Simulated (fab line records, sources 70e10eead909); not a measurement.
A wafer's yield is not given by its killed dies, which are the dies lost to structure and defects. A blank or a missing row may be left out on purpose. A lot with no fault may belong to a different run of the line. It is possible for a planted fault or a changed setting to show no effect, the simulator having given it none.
Matching of chambers + flow nand harc + rie diel-04 running NHARC_A_BLC_STRIP_29: 4 sister chambers
The step strips in CF4. 4 wafers are shown with their chamber, then 12 later ones without.

EACH WAFER AND ITS CHAMBER
| wafer  | chamber | showerhead plenum p Torr (Torr) |
|--------|---------|---------------------------------|
| L082.5 | 2       | 1.80                            |
| L091.4 | 3       | 1.68                            |
| L088.1 | 0       | 1.70                            |
| L088.6 | 1       | 1.68                            |

WAFERS WITH NO CHAMBER GIVEN
| wafer  | showerhead plenum p Torr (Torr) |
|--------|---------------------------------|
| L092.1 | 1.80                            |
| L092.2 | 1.70                            |
| L092.5 | 1.70                            |
| L094.1 | 1.80                            |
| L094.2 | 1.68                            |
| L094.4 | 1.68                            |
| L095.3 | 1.69                            |
| L095.4 | 1.68                            |
| L095.6 | 1.70                            |
| L097.1 | 1.68                            |
| L097.2 | 1.70                            |
| L097.4 | 1.80                            |

CHAMBER TAKEN BY EACH
| wafer  | from the rows above          | in truth |
|--------|------------------------------|----------|
| L092.1 | 2                            | 2        |
| L092.2 | 0                            | 0        |
| L092.5 | 0                            | 0        |
| L094.1 | 2                            | 2        |
| L094.2 | can't be placed: 1 or 3      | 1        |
| L094.4 | can't be placed: 1 or 3      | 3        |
| L095.3 | can't be placed: 0 or 1 or 3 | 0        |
| L095.4 | can't be placed: 1 or 3      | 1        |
| L095.6 | 0                            | 0        |
| L097.1 | can't be placed: 1 or 3      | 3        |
| L097.2 | 0                            | 0        |
| L097.4 | 2                            | 2        |
7 of 12 placed correctly. Unplaceable from these rows: 5, with the true chamber sitting among the candidates in 5. Number placed wrongly: 0.
How it was worked out, from the rows above alone: a wafer's distance from a chamber is the root of the sum, over the readings, of the square of ((its reading less the chamber's mean) divided by the reading's scatter). If the next closest chamber is less than 2 further off than the closest, the wafer can't be placed; otherwise it belongs to the closest. A chamber's mean is the mean of its shown wafers. The scatter (one wafer shown for each chamber): square how far every hidden wafer sits from the nearest shown wafer, average those squares and take the square root.
